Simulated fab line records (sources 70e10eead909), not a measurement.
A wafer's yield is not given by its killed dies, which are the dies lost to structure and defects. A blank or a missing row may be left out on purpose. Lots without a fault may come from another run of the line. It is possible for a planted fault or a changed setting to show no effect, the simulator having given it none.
Chamber matching | flow nand_harc | NHARC_A_CONTACT_ETCH_106 on rie_diel-03: 4 sister chambers
The step etches the open film in CF4/O2, target depth 90 nm, overetch 9 nm, time 49.5 s. 30 wafers are shown with their chamber, then 12 later ones without.

## WAFERS WITH THEIR CHAMBER
wafer  | chamber | showerhead_plenum_p_Torr (Torr) | drypump_motor_current_A (A) | rf_vpp_V (V)
L074.3 | 3       | 1.38                            | 5.62                        | 197.3
L074.5 | 2       | 1.40                            | 5.17                        | 199.4
L074.6 | 1       | 1.24                            | 5.30                        | 195.4
L076.2 | 3       | 1.38                            | 5.67                        | 199.0
L076.5 | 3       | 1.38                            | 5.69                        | 198.2
L076.6 | 0       | 1.39                            | 5.64                        | 199.2
L078.1 | 0       | 1.39                            | 5.67                        | 199.1
L078.5 | 1       | 1.24                            | 5.32                        | 195.7
L078.6 | 2       | 1.40                            | 5.13                        | 199.6
L081.2 | 1       | 1.24                            | 5.28                        | 195.4
L081.3 | 2       | 1.40                            | 5.13                        | 198.0
L081.4 | 0       | 1.39                            | 5.65                        | 199.8
L084.1 | 0       | 1.39                            | 5.65                        | 200.7
L084.2 | 1       | 1.23                            | 5.31                        | 194.9
L084.6 | 2       | 1.40                            | 5.16                        | 198.9
L083.1 | 1       | 1.23                            | 5.31                        | 196.3
L083.2 | 0       | 1.39                            | 5.66                        | 198.0
L083.3 | 3       | 1.37                            | 5.65                        | 199.4
L085.2 | 0       | 1.39                            | 5.71                        | 198.6
L085.3 | 2       | 1.40                            | 5.16                        | 198.2
L085.6 | 0       | 1.39                            | 5.66                        | 198.3
L086.1 | 2       | 1.40                            | 5.14                        | 199.4
L086.2 | 3       | 1.37                            | 5.68                        | 198.2
L086.5 | 1       | 1.23                            | 5.31                        | 194.8
L089.2 | 2       | 1.40                            | 5.14                        | 198.4
L089.5 | 3       | 1.37                            | 5.66                        | 198.0
L089.6 | 2       | 1.40                            | 5.14                        | 199.6
L088.2 | 3       | 1.37                            | 5.66                        | 198.6
L088.3 | 0       | 1.39                            | 5.63                        | 199.9
L088.5 | 2       | 1.40                            | 5.15                        | 199.4

SIGNATURES (means of the wafers above)
reading                  | chamber 0 | chamber 1 | chamber 2 | chamber 3 | scatter within a chamber
showerhead_plenum_p_Torr | 1.3900    | 1.2350    | 1.4000    | 1.3743    | 0.00352
drypump_motor_current_A  | 5.6588    | 5.3050    | 5.1467    | 5.6614    | 0.0193
rf_vpp_V                 | 199.200   | 195.417   | 198.989   | 198.386   | 0.715
Rule: for a wafer and a chamber, the distance is found by dividing, reading by reading, the gap between the wafer's reading and the chamber's mean by the reading's scatter, squaring, summing and taking the root. If the next closest chamber is less than 2 further off than the closest, the wafer can't be placed; otherwise it belongs to the closest. The scatter: take each reading less its chamber's mean, square it, sum over the shown wafers, divide by the number of wafers less the number of chambers, and take the root.

## WAFERS MISSING THEIR CHAMBER
wafer  | showerhead_plenum_p_Torr (Torr) | drypump_motor_current_A (A) | rf_vpp_V (V)
L092.1 | 1.39                            | 5.66                        | 199.1
L092.2 | 1.44                            | 5.27                        | 200.8
L092.4 | 1.37                            | 5.69                        | 197.8
L091.2 | 1.39                            | 5.65                        | 199.9
L091.4 | 1.44                            | 5.29                        | 199.9
L091.6 | 1.37                            | 5.68                        | 200.2
L095.2 | 1.39                            | 5.67                        | 198.6
L095.5 | 1.39                            | 5.69                        | 198.0
L095.6 | 1.37                            | 5.69                        | 198.8
L096.1 | 1.39                            | 5.14                        | 198.5
L096.3 | 1.39                            | 5.66                        | 198.9
L096.4 | 1.44                            | 5.31                        | 200.1

## WHICH CHAMBER EACH WENT THROUGH
wafer  | from the rows above | in truth
L092.1 | 0                   | 0
L092.2 | 2                   | 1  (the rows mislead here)
L092.4 | 3                   | 3
L091.2 | 0                   | 0
L091.4 | 2                   | 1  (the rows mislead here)
L091.6 | 3                   | 3
L095.2 | 0                   | 0
L095.5 | 0                   | 0
L095.6 | 3                   | 3
L096.1 | 2                   | 2
L096.3 | 0                   | 0
L096.4 | 2                   | 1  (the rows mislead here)
9 of 12 placed correctly. Not placeable from these rows: 0. Placed wrongly: 3.
